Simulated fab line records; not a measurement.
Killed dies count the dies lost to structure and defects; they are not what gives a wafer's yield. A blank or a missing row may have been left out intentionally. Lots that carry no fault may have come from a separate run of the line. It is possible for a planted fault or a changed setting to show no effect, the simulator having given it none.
Chamber matching -- flow n5_finfet -- rie_diel-04 running N5_BEOL_M4_DESCUM_16: 3 sister chambers
The step chemistry O2, time 7 s. 3 wafers are shown with their chamber, then 6 later ones without.

== WAFERS PAIRED WITH THEIR CHAMBERS ==
wafer,chamber,drypump_motor_current_A (A)
L088.1,0,5.6
L088.2,2,5.3
L087.1,3,6.1

== WAFERS WITHOUT THEIR CHAMBER ==
wafer,drypump_motor_current_A (A)
L087.3,5.6
L089.3,5.5
L089.4,6.1
L094.1,5.3
L094.2,6.0
L094.3,5.6

== THE CHAMBER EACH PASSED THROUGH ==
wafer,from the rows above,in truth
L087.3,0,0
L089.3,can't be placed: 0 or 2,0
L089.4,3,3
L094.1,2,2
L094.2,3,3
L094.3,0,0
Correctly placed: 5 of 6. These rows do not allow placing 1 (true chamber among the candidates in 1). Wrongly placed: 0.
How it was worked out, from the rows above alone: a wafer's distance from a chamber is the root of the sum, over the readings, of the square of ((its reading less the chamber's mean) divided by the reading's scatter). If the next closest chamber is less than 2 further off than the closest, the wafer can't be placed; otherwise it belongs to the closest. Each chamber's mean is taken over the wafers shown for it. The scatter (one wafer shown for each chamber): square how far every hidden wafer sits from the nearest shown wafer, average those squares and take the square root.
